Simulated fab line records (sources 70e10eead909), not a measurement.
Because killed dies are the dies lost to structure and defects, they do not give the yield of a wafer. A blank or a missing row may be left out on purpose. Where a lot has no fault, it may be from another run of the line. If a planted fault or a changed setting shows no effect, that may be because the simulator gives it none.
What tool caused it? :: flow nandHarc :: 36 wafers from 12 lots sampled at 6 of the route's 1159 steps

WHAT THE GAUGES READ, wafer by wafer
NHARC_A_SIN_REMOVE_INSPECT_04.
lot: L930
measured: day 14 18:36
on: defectInspect-01
rawDefectCount: 320 256 312

lot: L931
measured: day 14 18:37
on: defectInspect-01
rawDefectCount: 357 264 214

lot: L932
measured: day 15 01:52
on: defectInspect-01
rawDefectCount: 251 227 210

lot: L933
measured: day 15 08:53
on: defectInspect-01
rawDefectCount: 203 204 268

lot: L936
measured: day 16 13:04
on: defectInspect-02
rawDefectCount: 244 295 337

lot: L935
measured: day 16 13:04
on: defectInspect-01
rawDefectCount: 266 248 407

lot: L939
measured: day 16 18:19
on: defectInspect-01
rawDefectCount: 307 302 293

lot: L941
measured: day 17 22:31
on: defectInspect-02
rawDefectCount: 627 632 618

lot: L942
measured: day 17 22:33
on: defectInspect-02
rawDefectCount: 366 252 209

lot: L947
measured: day 18 22:43
on: defectInspect-01
rawDefectCount: 784 618 727

lot: L949
measured: day 19 13:21
on: defectInspect-01
rawDefectCount: 325 254 353

lot: L952
measured: day 19 23:14
on: defectInspect-02
rawDefectCount: 348 261 271

NHARC_END_SORT_01.
lot: L941
measured: day 22 07:40
on: prober-02
killedAtArray: 83 124 110
killedAtOther: 0 0 0
killedAtPeriphery: 2 3 1
killedDies: 85 127 111
killedOpen: 3 4 3
killedShort: 0 6 0

lot: L947
measured: day 23 13:37
on: prober-02
killedAtArray: 74 75 104
killedAtOther: 0 0 0
killedAtPeriphery: 2 2 3
killedDies: 76 77 107
killedOpen: 2 1 3
killedShort: 0 2 0

WHICH TOOL RAN EACH LOT (tool, then ch and the chambers of the sampled wafers, then the start)
lot: L930
NHARC_A_SLIT_DESCUM_14: rieDiel-10 ch 0,3, day 14 05:01
NHARC_A_SIN_REMOVE_PRECLEAN_01: wetBench-02 ch 0,6,7, day 14 18:26
NHARC_A_WL_FILL_CVD_03: cvdW-01 ch 0,1, day 14 22:05
NHARC_A_WL_FILL_STRIP_27: plasmaAsher-02 ch 0,1, day 15 01:47

lot: L931
NHARC_A_SLIT_DESCUM_14: rieDiel-05 ch 1,2,3, day 14 05:17
NHARC_A_SIN_REMOVE_PRECLEAN_01: wetBench-01 ch 0,3,5, day 14 18:26
NHARC_A_WL_FILL_CVD_03: cvdW-02 ch 0,1, day 14 22:34
NHARC_A_WL_FILL_STRIP_27: plasmaAsher-01 ch 0,1, day 15 01:49

lot: L932
NHARC_A_SLIT_DESCUM_14: rieDiel-11 ch 2,3, day 14 14:46
NHARC_A_SIN_REMOVE_PRECLEAN_01: wetBench-02 ch 1,3,4, day 15 01:40
NHARC_A_WL_FILL_CVD_03: cvdW-02 ch 0,1, day 15 02:50
NHARC_A_WL_FILL_STRIP_27: plasmaAsher-01 ch 0,1, day 15 06:34

lot: L933
NHARC_A_SLIT_DESCUM_14: rieDiel-11 ch 0,1, day 14 20:38
NHARC_A_SIN_REMOVE_PRECLEAN_01: wetBench-02 ch 0,2,4, day 15 08:42
NHARC_A_WL_FILL_CVD_03: cvdW-01 ch 0,1, day 15 11:35
NHARC_A_WL_FILL_STRIP_27: plasmaAsher-01 ch 0,1, day 15 14:53

lot: L936
NHARC_A_SLIT_DESCUM_14: rieDiel-11 ch 0,1,3, day 15 18:37
NHARC_A_SIN_REMOVE_PRECLEAN_01: wetBench-02 ch 1,3,6, day 16 12:53
NHARC_A_WL_FILL_CVD_03: cvdW-02 ch 0,1, day 16 15:47
NHARC_A_WL_FILL_STRIP_27: plasmaAsher-01 ch 0,1, day 16 19:00

lot: L935
NHARC_A_SLIT_DESCUM_14: rieDiel-11 ch 0,1,2, day 15 19:49
NHARC_A_SIN_REMOVE_PRECLEAN_01: wetBench-09 ch 1,2,3, day 16 12:53
NHARC_A_WL_FILL_CVD_03: cvdW-01 ch 0,1, day 16 14:31
NHARC_A_WL_FILL_STRIP_27: plasmaAsher-01 ch 0,1, day 16 18:31

lot: L939
NHARC_A_SLIT_DESCUM_14: rieDiel-10 ch 0,1,2, day 16 07:15
NHARC_A_SIN_REMOVE_PRECLEAN_01: wetBench-09 ch 1,2,6, day 16 18:07
NHARC_A_WL_FILL_CVD_03: cvdW-01 ch 1, day 16 22:05
NHARC_A_WL_FILL_STRIP_27: plasmaAsher-01 ch 0, day 17 02:03

lot: L941
NHARC_A_SLIT_DESCUM_14: rieDiel-11 ch 1,2, day 17 11:05
NHARC_A_SIN_REMOVE_PRECLEAN_01: wetBench-02 ch 0,2,3, day 17 22:20
NHARC_A_WL_FILL_CVD_03: cvdW-02 ch 0,1, day 18 00:32
NHARC_A_WL_FILL_STRIP_27: plasmaAsher-02 ch 0,1, day 18 03:22

lot: L942
NHARC_A_SLIT_DESCUM_14: rieDiel-05 ch 1,2, day 17 11:26
NHARC_A_SIN_REMOVE_PRECLEAN_01: wetBench-01 ch 0,5,6, day 17 22:20
NHARC_A_WL_FILL_CVD_03: cvdW-02 ch 0,1, day 18 02:53
NHARC_A_WL_FILL_STRIP_27: plasmaAsher-02 ch 0,1, day 18 06:07

lot: L947
NHARC_A_SLIT_DESCUM_14: rieDiel-11 ch 1,3, day 18 13:39
NHARC_A_SIN_REMOVE_PRECLEAN_01: wetBench-02 ch 3,4,5, day 18 22:32
NHARC_A_WL_FILL_CVD_03: cvdW-02 ch 0,1, day 19 04:11
NHARC_A_WL_FILL_STRIP_27: plasmaAsher-02 ch 0,1, day 19 07:33

lot: L949
NHARC_A_SLIT_DESCUM_14: rieDiel-11 ch 0,3, day 18 23:55
NHARC_A_SIN_REMOVE_PRECLEAN_01: wetBench-01 ch 3,6,7, day 19 13:10
NHARC_A_WL_FILL_CVD_03: cvdW-01 ch 0,1, day 19 17:01
NHARC_A_WL_FILL_STRIP_27: plasmaAsher-01 ch 0,1, day 19 20:42

lot: L952
NHARC_A_SLIT_DESCUM_14: rieDiel-11 ch 2,3, day 19 12:12
NHARC_A_SIN_REMOVE_PRECLEAN_01: wetBench-09 ch 0,1,2, day 19 23:03
NHARC_A_WL_FILL_CVD_03: cvdW-01 ch 0,1, day 20 02:25
NHARC_A_WL_FILL_STRIP_27: plasmaAsher-02 ch 0,1, day 20 06:22
- NHARC_A_SLIT_DESCUM_14: chemistry O2, time 3 s.
- NHARC_A_SIN_REMOVE_PRECLEAN_01: cleans in SC1.
- NHARC_A_WL_FILL_CVD_03: deposits W, target thk 40 nm, time 3302 s.
- NHARC_A_WL_FILL_STRIP_27: strips in N2/H2, time 20 s.

WHAT THE TOOLS THEMSELVES READ (means of the sampled wafers that have a number; where no wafer has one, the mark that the record gives instead)
NHARC_A_SLIT_DESCUM_14.
lot: L930
tool: rieDiel-10
drypumpMotorCurrentA (A): 6.0
oesProductAu (a.u.): 1.001
rfVppV (V): 57.8
showerheadPlenumPTorr (Torr): 1.92
throttleValvePct (%): 11.309

lot: L931
tool: rieDiel-05
drypumpMotorCurrentA (A): 5.4
oesProductAu (a.u.): 0.983
rfVppV (V): 57.8
showerheadPlenumPTorr (Torr): 1.85
throttleValvePct (%): 11.307

lot: L932
tool: rieDiel-11
drypumpMotorCurrentA (A): 5.9
oesProductAu (a.u.): 1.000
rfVppV (V): 57.6
showerheadPlenumPTorr (Torr): 1.96
throttleValvePct (%): 11.317

lot: L933
tool: rieDiel-11
drypumpMotorCurrentA (A): 6.0
oesProductAu (a.u.): 1.013
rfVppV (V): 57.6
showerheadPlenumPTorr (Torr): 1.85
throttleValvePct (%): 11.309

lot: L936
tool: rieDiel-11
drypumpMotorCurrentA (A): 5.9
oesProductAu (a.u.): 0.993
rfVppV (V): 56.8
showerheadPlenumPTorr (Torr): 1.90
throttleValvePct (%): 11.312

lot: L935
tool: rieDiel-11
drypumpMotorCurrentA (A): 6.1
oesProductAu (a.u.): 0.994
rfVppV (V): 57.8
showerheadPlenumPTorr (Torr): 1.87
throttleValvePct (%): 11.305

lot: L939
tool: rieDiel-10
drypumpMotorCurrentA (A): 6.0
oesProductAu (a.u.): 1.004
rfVppV (V): 57.5
showerheadPlenumPTorr (Torr): 1.93
throttleValvePct (%): 11.306

lot: L941
tool: rieDiel-11
drypumpMotorCurrentA (A): 6.2
oesProductAu (a.u.): 0.991
rfVppV (V): 57.5
showerheadPlenumPTorr (Torr): 1.89
throttleValvePct (%): 11.309

lot: L942
tool: rieDiel-05
drypumpMotorCurrentA (A): 5.4
oesProductAu (a.u.): 0.998
rfVppV (V): 57.2
showerheadPlenumPTorr (Torr): 1.83
throttleValvePct (%): 11.314

lot: L947
tool: rieDiel-11
drypumpMotorCurrentA (A): 6.0
oesProductAu (a.u.): 0.990
rfVppV (V): 57.6
showerheadPlenumPTorr (Torr): 1.88
throttleValvePct (%): 11.317

lot: L949
tool: rieDiel-11
drypumpMotorCurrentA (A): 5.9
oesProductAu (a.u.): 0.995
rfVppV (V): 58.1
showerheadPlenumPTorr (Torr): 1.90
throttleValvePct (%): 11.310

lot: L952
tool: rieDiel-11
drypumpMotorCurrentA (A): 5.9
oesProductAu (a.u.): 0.983
rfVppV (V): 57.6
showerheadPlenumPTorr (Torr): 1.95
throttleValvePct (%): 11.304

NHARC_A_SIN_REMOVE_PRECLEAN_01.
lot: L930
tool: wetBench-02
sc1H2o2EndMolL: 0.3702

lot: L931
tool: wetBench-01
sc1H2o2EndMolL: 0.3697

lot: L932
tool: wetBench-02
sc1H2o2EndMolL: 0.3695

lot: L933
tool: wetBench-02
sc1H2o2EndMolL: 0.3697

lot: L936
tool: wetBench-02
sc1H2o2EndMolL: 0.3697

lot: L935
tool: wetBench-09
sc1H2o2EndMolL: 0.3705

lot: L939
tool: wetBench-09
sc1H2o2EndMolL: 0.3700

lot: L941
tool: wetBench-02
sc1H2o2EndMolL: 0.3703

lot: L942
tool: wetBench-01
sc1H2o2EndMolL: 0.3700

lot: L947
tool: wetBench-02
sc1H2o2EndMolL: 0.3690

lot: L949
tool: wetBench-01
sc1H2o2EndMolL: 0.3698

lot: L952
tool: wetBench-09
sc1H2o2EndMolL: 0.3699

NHARC_A_WL_FILL_CVD_03.
lot: L930
tool: cvdW-01
heaterPowerW (W): 482
susceptorTempC (C): 299.82
throttleValvePct (%): 7.69

lot: L931
tool: cvdW-02
heaterPowerW (W): 436
susceptorTempC (C): 299.89
throttleValvePct (%): 7.65

lot: L932
tool: cvdW-02
heaterPowerW (W): 438
susceptorTempC (C): 300.13
throttleValvePct (%): 7.83

lot: L933
tool: cvdW-01
heaterPowerW (W): 463
susceptorTempC (C): -
throttleValvePct (%): 7.84

lot: L936
tool: cvdW-02
heaterPowerW (W): 438
susceptorTempC (C): 299.94
throttleValvePct (%): 7.64

lot: L935
tool: cvdW-01
heaterPowerW (W): 468
susceptorTempC (C): 300.22
throttleValvePct (%): 7.68

lot: L939
tool: cvdW-01
heaterPowerW (W): 457
susceptorTempC (C): -
throttleValvePct (%): 7.79

lot: L941
tool: cvdW-02
heaterPowerW (W): 432
susceptorTempC (C): 300.04
throttleValvePct (%): 7.65

lot: L942
tool: cvdW-02
heaterPowerW (W): 422
susceptorTempC (C): 300.02
throttleValvePct (%): 7.64

lot: L947
tool: cvdW-02
heaterPowerW (W): 429
susceptorTempC (C): 299.86
throttleValvePct (%): 7.60

lot: L949
tool: cvdW-01
heaterPowerW (W): 471
susceptorTempC (C): -
throttleValvePct (%): 7.84

lot: L952
tool: cvdW-01
heaterPowerW (W): 470
susceptorTempC (C): 300.14
throttleValvePct (%): 7.86

NHARC_A_WL_FILL_STRIP_27.
lot: L930
tool: plasmaAsher-02
drypumpMotorCurrentA (A): 5.4
heaterPowerW (W): 335

lot: L931
tool: plasmaAsher-01
drypumpMotorCurrentA (A): 5.6
heaterPowerW (W): 331

lot: L932
tool: plasmaAsher-01
drypumpMotorCurrentA (A): 5.4
heaterPowerW (W): 332

lot: L933
tool: plasmaAsher-01
drypumpMotorCurrentA (A): 5.5
heaterPowerW (W): 338

lot: L936
tool: plasmaAsher-01
drypumpMotorCurrentA (A): 5.4
heaterPowerW (W): 327

lot: L935
tool: plasmaAsher-01
drypumpMotorCurrentA (A): 5.6
heaterPowerW (W): 339

lot: L939
tool: plasmaAsher-01
drypumpMotorCurrentA (A): 5.7
heaterPowerW (W): 353

lot: L941
tool: plasmaAsher-02
drypumpMotorCurrentA (A): 5.4
heaterPowerW (W): 350

lot: L942
tool: plasmaAsher-02
drypumpMotorCurrentA (A): 5.6
heaterPowerW (W): 346

lot: L947
tool: plasmaAsher-02
drypumpMotorCurrentA (A): 5.7
heaterPowerW (W): 344

lot: L949
tool: plasmaAsher-01
drypumpMotorCurrentA (A): 5.4
heaterPowerW (W): 332

lot: L952
tool: plasmaAsher-02
drypumpMotorCurrentA (A): 5.4
heaterPowerW (W): 351

THE ANSWER, worked out from the rows above alone
Rule: the usual values come from the lots themselves. Put in order of their means at a reading, lots are off if they are a third of the lots or fewer, leave a main group of 4 or more, and stand apart from it by a gap of 3 or more times the standard deviation of the main group's means; of several such gaps the widest counts. If all means in a main group match to the digits the tables above print for the reading, that group is not used. A lot without any number at a reading at which 4 lots or more have one is off too. Where the step has rows for the other lots, those lots are counted as sound. Order of review: gauges by route order, followed by the tools' own readings, for which a lot's mean as printed above is used. At the first step where some lot is off, the reading lying furthest off is the one used; lots without a number count as furthest.
Off, at NHARC_A_SIN_REMOVE_INSPECT_04 on rawDefectCount: L941, L947. Mean 281 and standard deviation 29 in the main group.
A tool fits if, at a process step before that reading, it ran every lot that is off, and no sound lot after the first of them. Gauges at NHARC_A_SIN_REMOVE_INSPECT_04: tried the same way as those tools. One fits: wetBench-02 at NHARC_A_SIN_REMOVE_PRECLEAN_01. Its last sound lot is L936 (day 16 12:53), its first lot that is off L941 (day 17 22:20): a fault that began between those two fits.

WHAT THE SIMULATOR PUT IN
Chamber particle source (wetBench-02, NHARC_A_SIN_REMOVE_PRECLEAN_01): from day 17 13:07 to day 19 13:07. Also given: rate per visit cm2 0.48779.
Shown lots that were struck: L941, L947. The same result came from the rule above.
